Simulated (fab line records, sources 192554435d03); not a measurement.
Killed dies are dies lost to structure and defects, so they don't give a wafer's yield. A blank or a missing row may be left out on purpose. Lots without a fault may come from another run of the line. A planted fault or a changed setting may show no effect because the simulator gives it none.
Chamber matching | flow n5_finfet | N5_BEOL_M6_STRIP_67 on rie_diel-04: 4 sister chambers
The step strips in CF4. 18 wafers are shown with their chamber, then 9 later ones without.

WAFERS WITH THEIR CHAMBER
wafer  | chamber | drypump_motor_current_A (A) | showerhead_plenum_p_Torr (Torr) | throttle_valve_pct (%)
L079.2 | 3       | 5.0                         | 1.82                            | 12.96
L079.3 | 0       | 6.0                         | 1.81                            | 13.14
L079.6 | 0       | 6.0                         | 1.80                            | 13.13
L080.3 | 3       | 5.1                         | 1.82                            | 12.98
L080.4 | 3       | 5.1                         | 1.82                            | 12.98
L080.6 | 0       | 6.0                         | 1.80                            | 13.16
L086.1 | 2       | 5.7                         | 1.83                            | 13.53
L086.2 | 3       | 5.0                         | 1.82                            | 13.01
L086.6 | 3       | 5.0                         | 1.82                            | 13.03
L087.1 | 0       | 6.0                         | 1.80                            | 13.20
L087.2 | 3       | 5.0                         | 1.82                            | 13.03
L087.4 | 2       | 5.7                         | 1.83                            | 13.52
L091.2 | 2       | 5.7                         | 1.83                            | 13.55
L091.4 | 0       | 6.0                         | 1.80                            | 13.21
L091.6 | 0       | 6.0                         | 1.80                            | 13.22
L093.1 | 3       | 5.0                         | 1.81                            | 13.08
L093.2 | 0       | 6.0                         | 1.79                            | 13.21
L093.3 | 1       | 5.6                         | 1.87                            | 13.25

SIGNATURES (means of the wafers above)
reading                  | chamber 0 | chamber 1 | chamber 2 | chamber 3 | scatter within a chamber
drypump_motor_current_A  | 6.000     | 5.600     | 5.700     | 5.029     | 0.0319
showerhead_plenum_p_Torr | 1.8000    | 1.8700    | 1.8300    | 1.8186    | 0.00452
throttle_valve_pct       | 13.1814   | 13.2500   | 13.5333   | 13.0100   | 0.0366
Rule: a wafer's distance from a chamber is the root of the sum, over the readings, of the square of ((its reading less the chamber's mean) divided by the reading's scatter). The wafer belongs to the nearest chamber; if the next one is less than 2 further off, it can't be placed. The scatter: the root of (the sum of the squares of (reading less its chamber's mean) over the shown wafers, divided by (wafers less chambers)).

WAFERS WITHOUT THEIR CHAMBER
wafer  | drypump_motor_current_A (A) | showerhead_plenum_p_Torr (Torr) | throttle_valve_pct (%)
L093.4 | 5.7                         | 1.83                            | 13.57
L093.5 | 5.0                         | 1.81                            | 13.05
L093.6 | 6.0                         | 1.79                            | 13.23
L094.1 | 5.0                         | 1.81                            | 13.09
L094.2 | 5.6                         | 1.87                            | 13.25
L094.3 | 6.0                         | 1.80                            | 13.21
L094.4 | 5.7                         | 1.83                            | 13.56
L094.5 | 5.6                         | 1.87                            | 13.24
L094.6 | 6.0                         | 1.79                            | 13.23

WHICH CHAMBER EACH WENT THROUGH
wafer  | from the rows above | in truth
L093.4 | 2                   | 2
L093.5 | 3                   | 3
L093.6 | 0                   | 0
L094.1 | 3                   | 3
L094.2 | 1                   | 1
L094.3 | 0                   | 0
L094.4 | 2                   | 2
L094.5 | 1                   | 1
L094.6 | 0                   | 0
Placed correctly: 9 of 9. Can't be placed from these rows: 0. Placed wrongly: 0.
